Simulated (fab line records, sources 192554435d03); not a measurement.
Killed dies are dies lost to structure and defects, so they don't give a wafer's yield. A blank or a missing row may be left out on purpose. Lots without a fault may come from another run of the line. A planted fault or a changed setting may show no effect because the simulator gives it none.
fab line records | flow n5_finfet
record lots=4 wafers=12 last_day=16
route steps=1938 shown BEOL_M1@771 BEOL_M4@1111
lots that met no fault: from a run of the same line without faults
start_h: hours from the record's first day to the start of the lot's first wafer shown | wait_h: hours since the lot's step before | " the same as in the row above | L1.1+2: a row that stands for several wafers | - no value, or no start given | * or withheld: withheld | < > ~ a bound
route shown NAME@n: a module of which the file shows steps, and the number in the route of the first | usual: mean/standard deviation of fault-free wafers | same: alike in all rows | chamber/n: place in a boat | sites: the reading at each site | _std_site: their standard deviation | _edge_site: outer sites' mean less inner sites' | radius_mm: how far each site lies from the wafer's centre | mask NAME#n: copy n | behind: the tool/chamber that last shaped the wafer | hold: why the lot was held/for how many hours/how that ended | device: the transistor (n, p or np) that didn't switch | end of line: the same wafers' tests at the end of the route | a step without rows: its recipe alone | killed: dies lost to structure and defects at the first sort, not the wafer's yield | map: a wafer's dies, x killed, . not, _ none there
set.NAME: the setting as run; set.NAME@STEP: as run at that earlier step | model.NAME: the simulator's own value behind a step, which no gauge read
lots at some steps of the route; a table a step, a row a wafer
services: from which hour (start_h, from the record's first day; less than 0 if before it) a tool's chamber was out of use, for how many hours, and why
## steps
# step N5_BEOL_M1_STRIP_65
# recipe chemistry=N2/H2 temp_c=40 n2_flow_sccm=200 h2_flow_sccm=200 rf_frequency_hz=6e+07
# step N5_BEOL_M1_STRIP_75
# recipe chemistry=N2/H2 temp_c=40 n2_flow_sccm=200 h2_flow_sccm=200 rf_frequency_hz=6e+07
# step N5_BEOL_M1_STRIP_66
# recipe chemistry=CF4 resist=SiARC power_w=300 bias_power_w=75 pressure_mtorr=50 cf4_flow_sccm=150 rf_frequency_hz=6e+07
# step N5_BEOL_M1_HM_OPEN_17
# recipe chemistry=Cl2/BCl3 target_depth_a=200 overetch_a=60 target=TiN mask_material=SOC ion_energy_ev=150 pressure_mtorr=10 icp_w=1000 bias_w=126 Cl2_flow_sccm=53.25 bcl3_flow_sccm=21.75 Ar_flow_sccm=25
# step N5_BEOL_M1_STRIP_19
# recipe chemistry=O2 power_w=400 temp_c=40 pressure_mtorr=30 rf_frequency_hz=6e+07 bias_power_w=0 overash_fraction=0.2 o2_flow_sccm=225
# step N5_BEOL_M1_COAT_67
# recipe resist=SOC temp_c=250 time_s=60 spin_rpm=1500 resist_thk_nm=60
# step N5_BEOL_M1_COAT_68
# recipe resist=SiARC temp_c=220 time_s=60 spin_rpm=1500 resist_thk_nm=12
# step N5_BEOL_M1_COAT_76
# recipe resist=underlayer temp_c=205 time_s=60 spin_rpm=1500 resist_thk_nm=5
# step N5_BEOL_M1_COAT_22
# recipe resist=CAR-EUV spin_rpm=1500 resist_thk_nm=30
# step N5_BEOL_M1_EBR_24
# recipe solvent=PGMEA ebr_width_mm=1.5
# step N5_BEOL_M1_SOFTBAKE_23
# recipe temp_c=110 time_s=60 resist=CAR-EUV
# step N5_BEOL_M1_EXPOSE_25
# recipe mask_id=V0 na=0.33 source_shape=quasar sigma_inner=0.2 sigma_outer=0.8 polarization=unpolarized defocus_nm=5 target_cd_nm=24 dose_mj=63
# usual exposure_dose_mJ_cm2=63.00/0.067 reticle_temp_C=23.01/0.12
# same sigma_outer=0.8
# columns lot.wafer tool chamber start_h wait_h mask exposure_dose_mJ_cm2 reticle_temp_C
L801.1 euv_scanner-01 0 134.83 - V0#0 63.04 22.95
L801.5 " 0 " " V0#0 62.93 22.86
L801.6 " 0 " " V0#0 63.02 22.97
L808.1 euv_scanner-01 0 192.97 - V0#0 63.91 23.19
L808.3 " 0 " " V0#0 63.91 23.17
L808.4 " 0 " " V0#0 63.94 23.20
L809.1 euv_scanner-01 0 193.49 - V0#0 63.80 22.99
L809.2 " 0 " " V0#0 64.05 23.03
L809.5 " 0 " " V0#0 63.94 22.99
L818.2 euv_scanner-02 0 245.96 - V0#0 62.97 22.90
L818.3 " 0 " " V0#0 63.02 23.02
L818.6 " 0 " " V0#0 63.09 22.82
# step N5_BEOL_M1_PEB_26
# recipe peb_temp_c=100 peb_time_s=60 resist=CAR-EUV
# step N5_BEOL_M1_DEVELOP_27
# recipe develop_time_s=30 developer=TMAH resist=CAR-EUV rinse_liquid=surfactant_rinse dry=air_spin dev_temp_c=23
# step N5_BEOL_M1_DESCUM_33
# recipe chemistry=O2 time_s=7 source_power_w=50 bias_power_w=20 pressure_mtorr=20 rf_frequency_hz=2.712e+07 temp_c=40 resist=CAR-EUV o2_flow_sccm=225
# step N5_BEOL_M1_ETCH_77
# recipe chemistry=N2/H2 target=underlayer target_depth_a=65 mask_material=CAR-EUV time_s=5.2 ion_energy_ev=200 pressure_mtorr=30 source_w=840 bias_w=150 n2_flow_sccm=200 h2_flow_sccm=200 ends=cleared
# step N5_BEOL_M1_ETCH_69
# recipe chemistry=CF4 target=SiARC target_depth_a=156 mask_material=CAR-EUV time_s=26 ion_energy_ev=80 pressure_mtorr=40 source_w=545 bias_w=36 Ar_flow_sccm=100 cf4_flow_sccm=100 ends=cleared
# step N5_BEOL_M1_ALD_98
# recipe material=SiO2 target_thk_a=25 temp_c=100 ald_precursor_family=BDEAS ald_co_reactant=O2-plasma pulse_time_s=1 co_reactant_pulse_time_s=1 purge_time_s=2 co_reactant_purge_time_s=2 ald_cycles=17 pressure_torr=2
# step N5_BEOL_M1_ETCHBACK_99
# recipe chemistry=CHF3 target=SiO2 target_depth_a=50 time_s=10.4 source_w=215 bias_w=47 Ar_flow_sccm=200 CHF3_flow_sccm=12 ion_energy_ev=100 pressure_mtorr=30
# step N5_BEOL_M1_ETCH_70
# recipe chemistry=N2/H2 target=SOC target_depth_a=800 overetch_a=160 mask_material=SiARC temp_c=40 time_s=120 ion_energy_ev=200 pressure_mtorr=30 source_w=840 bias_w=150 n2_flow_sccm=200 h2_flow_sccm=200
# step N5_BEOL_M1_STRIP_71
# recipe chemistry=N2/H2 temp_c=40 n2_flow_sccm=200 h2_flow_sccm=200 rf_frequency_hz=6e+07
# step N5_BEOL_M1_STRIP_78
# recipe chemistry=N2/H2 temp_c=40 n2_flow_sccm=200 h2_flow_sccm=200 rf_frequency_hz=6e+07
# step N5_BEOL_M1_VIA_ETCH_34
# recipe chemistry=C4F6/O2 target_depth_a=678 mask_material=SOC pressure_mtorr=15 ion_energy_ev=250 taper_deg=4 time_s=64.4 source_w=350 bias_w=170 Ar_flow_sccm=300 C4F6_flow_sccm=10 O2_flow_sccm=10
# usual bias_w=170.0/0.48 drypump_motor_current_A=5.7/0.43 oes_product_au=0.77/0.083 rf_vpp_V=667/8.4 showerhead_plenum_p_Torr=2.84/0.086 throttle_valve_pct=30.83/0.24
# columns lot.wafer tool chamber start_h wait_h bias_w drypump_motor_current_A oes_product_au rf_hours_counter_h rf_vpp_V showerhead_plenum_p_Torr throttle_valve_pct model.BEOL_M1.cd_nm
L801.1 rie_diel-06 2 137.42 0.0 169.3 5.9 0.72 188 679 2.94 30.79 17.8
L801.5 " 2 " " 169.6 5.9 0.73 - 680 2.94 30.78 17.8
L801.6 " 3 " " 169.4 5.2 0.75 - 676 2.96 30.40 17.8
L808.1 rie_diel-04 1 194.16 0.0 169.7 5.9 0.67 237 677 2.93 30.90 18.4
L808.3 " 3 " " 170.2 5.1 0.76 148 655 2.85 31.13 18.2
L808.4 " 0 " " 170.0 5.6 0.83 65 669 2.77 30.83 18.4
L809.1 rie_diel-06 2 194.44 0.0 169.9 6.0 0.71 206 679 2.93 30.81 18.2
L809.2 " 0 " " 169.6 5.8 0.69 246 673 2.91 30.56 18.2
L809.5 " 3 " " 170.1 5.2 0.75 - 676 2.95 30.43 18.4
L818.2 rie_diel-04 0 247.08 0.0 170.2 5.6 0.82 80 667 2.76 30.84 17.8
L818.3 " 3 " " 170.3 5.1 0.75 163 656 2.85 31.15 18
L818.6 " 0 " " 169.5 5.6 0.82 - 667 2.76 30.85 17.6
# step N5_BEOL_M1_STRIP_83
# recipe chemistry=C4F6/O2 resist=SiARC rf_frequency_hz=6e+07
# step N5_BEOL_M4_RC_MEAS_101
# usual DIBL_N=36.4/1.2 DIBL_P=36.1/1.6 IOFF_N=0.156/0.024 IOFF_P=0.21/0.031 ION_N=674/11 ION_P=463/6.9 SS_N=71.5/0.5 SS_P=73.2/0.55 VT_N=250.0/2.9 VT_P=-250/3.6
# columns lot.wafer tool chamber start_h wait_h DIBL_N[mV/V] DIBL_P[mV/V] IOFF_N[nA/um] IOFF_P[nA/um] ION_N[uA/um] ION_P[uA/um] SS_N[mV/dec] SS_P[mV/dec] VT_N[mV] VT_P[mV]
L801.1 prober-02 0 174.27 0.0 35.8 36.7 0.163 0.19 665 449 71.5 73.8 248.6 -254
L801.5 " 0 " " 36.0 36.5 0.157 0.19 672 458 71.7 74.4 250.7 -254
L801.6 " 0 " " 35.5 36.7 0.159 0.20 675 458 71.4 73.6 247.7 -253
L808.1 prober-02 0 225.98 0.1 35.2 35.4 0.147 0.20 665 464 71.7 72.7 250.9 -251
L808.3 " 0 " " 33.9 33.3 0.121 0.17 663 458 71.1 72.6 254.2 -253
L808.4 " 0 " " 35.5 35.5 0.149 0.20 664 464 71.2 73.1 251.3 -248
L809.1 prober-02 0 232.40 0.0 39.6 39.9 0.216 0.30 697 481 71.5 73.4 246.6 -245
L809.2 " 0 " " 38.9 38.7 0.189 0.25 686 472 72.1 73.6 247.5 -247
L809.5 " 0 " " 38.9 38.0 0.180 0.25 675 465 72.3 73.4 249.4 -246
L818.2 prober-02 0 284.45 0.2 37.4 38.8 0.187 0.26 689 474 71.5 73.7 247.1 -247
L818.3 " 0 " " 35.6 36.8 0.164 0.22 685 473 70.4 73.7 246.6 -245
L818.6 " 0 " " 34.8 35.7 0.144 0.20 681 471 70.6 73.1 250.7 -247
## services
# columns tool chamber start_h hours kind
euv_scanner-01 - 119.82 0.4 repair
euv_scanner-01 - 139.87 2.7 repair
euv_scanner-02 - 143.60 2.5 repair
rie_diel-04 0 150.26 5.2 repair
euv_scanner-02 - 153.10 63.5 repair
rie_diel-04 2 155.76 - clean
rie_diel-04 2 155.76 - consumable_replace:esc
rie_diel-04 2 155.76 - consumable_replace:focus_ring
rie_diel-04 2 155.76 18.5 scheduled_down
rie_diel-04 2 155.76 18.5 vent_cycle
rie_diel-06 1 175.19 8.7 repair
euv_scanner-01 - 179.60 1.0 pm
euv_scanner-01 - 198.33 1.7 repair
rie_diel-06 0 208.32 - clean
rie_diel-06 0 208.32 - consumable_replace:focus_ring
rie_diel-06 0 208.32 17.7 scheduled_down
rie_diel-06 0 208.32 17.7 vent_cycle
euv_scanner-01 0 212.19 - calibration
euv_scanner-02 - 216.63 1.0 pm
euv_scanner-02 - 217.64 4.6 pm
euv_scanner-01 - 223.25 1.0 pm
rie_diel-04 1 244.83 - clean
rie_diel-04 1 244.83 - consumable_replace:focus_ring
rie_diel-04 1 244.83 22.6 scheduled_down
## key
first_sign step=N5_BEOL_M1_EXPOSE_25 reading=exposure_dose_mJ_cm2 direction=up sigmas=14 usual=63.00 struck=63.92
effect none on later readings
model_effect step=N5_BEOL_M1_VIA_ETCH_34 value=BEOL_M1.cd_nm without=17.97 struck=18.3
met_at N5_BEOL_M1_EXPOSE_25
struck_wafers L808.1,L808.3,L808.4,L809.1,L809.2,L809.5
onset_between 134.83 192.97
fault kind=process_parameter_drift tool=euv_scanner-01 chamber=- onset_h=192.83 steps=N5_BEOL_M1_EXPOSE_25 channel=dose_mj offset=0.94827 shape=step acts_in=these_recipes_only stated=63
